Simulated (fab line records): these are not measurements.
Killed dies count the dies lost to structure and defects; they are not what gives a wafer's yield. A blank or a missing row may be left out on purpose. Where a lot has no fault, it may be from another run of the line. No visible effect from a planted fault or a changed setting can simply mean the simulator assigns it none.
A struck lot beside a sound one | flow n5_finfet | 19 steps out of a route of 1938
Sound: these wafers, L856.2, L856.3, L856.4. Wafers struck: L859.2, L859.3, L859.6. The cause is given at the end.
Each step with rows lists, per side, the tool, then ch with its chambers, then its first start. Under that, the readings that differ: sound wafers | struck wafers | difference of the means | sigmas: that difference in standard deviations of wafers without a fault.
alike: words and numbers the same on both sides, and readings whose means are apart by under 2 such deviations; not compared: readings that were withheld, readings missing a value for some wafer, numbers with overlapping values and no deviation given by the record, and bounds like >300 which may hide the same value.
The two part at a step that has a row with sigmas, a row that says differs or no value, or rows on one side only. Numbers that have no deviation but don't overlap get no sigmas and don't part them. Lack of a reading on every wafer of one side parts them only where that side has two or more wafers.

first, 8 steps without rows for these wafers: N5_BEOL_M11_DESCUM_16 (chemistry O2, time 7.9 s); N5_BEOL_M11_ETCH_61 (etches SiARC in CF4, target depth 39 nm, time 65 s); N5_BEOL_M11_ETCH_62 (etches SOC in N2/H2, target depth 110 nm, overetch 22 nm, time 165 s); N5_BEOL_M11_STRIP_68 (strips in N2/H2); N5_BEOL_M11_STRIP_67 (strips in CF4); N5_BEOL_M11_HM_OPEN_17 (chemistry Cl2/BCl3, target TiN, target depth 20 nm, overetch 6 nm); N5_BEOL_M11_STRIP_19 (strips in O2); N5_BEOL_M11_COAT_63 (time 60 s, resist thk 100 nm).
N5_BEOL_M11_COAT_64: time 60 s, resist thk 30 nm.
  sound on litho_track-03 ch 0, day 14 06:38; struck on litho_track-02 ch 0, day 15 01:53
  reading                                     | sound                | struck               | difference | sigmas
  spin_speed_rpm (rpm)                        | 1500.8 1502.4 1501.2 | 1450.8 1450.6 1454.1 | -49.6      | -45
  model.SiARC_of_BEOL_M11_COAT_64.thk_nm (nm) | 30.2 30.2 30.2       | 30.8 30.6 30.6       | +0.5       |
  alike: plate_temp_C
then, 7 steps without rows for these wafers: N5_BEOL_M11_COAT_22 (resist thk 90 nm); N5_BEOL_M11_EBR_24; N5_BEOL_M11_SOFTBAKE_23 (time 60 s); N5_BEOL_M11_EXPOSE_25 (exposes mask V10); N5_BEOL_M11_PEB_26 (peb time 60 s); N5_BEOL_M11_DEVELOP_27 (develop time 30 s); N5_BEOL_M11_DESCUM_33 (chemistry O2, time 7.9 s).
N5_BEOL_M11_ETCH_65: etches SiARC in CF4, target depth 39 nm, time 65 s.
  sound on rie_diel-05 ch 0,1,2, day 14 07:08; struck on rie_diel-04 ch 0,1,3, day 15 02:16
  reading                  | sound             | struck            | difference | sigmas
  model.etch.depth_nm (nm) | 30.22 30.11 30.13 | 30.73 30.59 30.66 | +0.51      |
  alike: drypump_motor_current_A, etch_rf_on_time_s, oes_product_au, rf_vpp_V, showerhead_plenum_p_Torr, throttle_valve_pct
  not compared: rf_hours_counter_h, model.CAR-ArF_of_BEOL_M11_COAT_22.thk_nm
N5_BEOL_M11_ETCH_66: etches SOC in N2/H2, target depth 120 nm, overetch 24 nm, time 180 s.
  sound on rie_diel-05 ch 0,1,2, day 14 07:11; struck on rie_diel-04 ch 0,1,3, day 15 02:19
  alike: drypump_motor_current_A, oes_product_au, rf_vpp_V, showerhead_plenum_p_Torr, throttle_valve_pct
  not compared: rf_hours_counter_h, model.SiARC_of_BEOL_M11_COAT_64.thk_nm
then, 1 step without rows for these wafers: N5_BEOL_M11_STRIP_69 (strips in N2/H2).

## WHERE THEY PART
N5_BEOL_M11_COAT_64 only, going by this record. Later steps at which nothing parts them and some readings are alike: N5_BEOL_M11_ETCH_65, N5_BEOL_M11_ETCH_66.

WHY: what the simulator had put in
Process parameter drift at N5_BEOL_M11_COAT_64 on litho_track-02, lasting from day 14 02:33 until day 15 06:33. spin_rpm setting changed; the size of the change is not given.
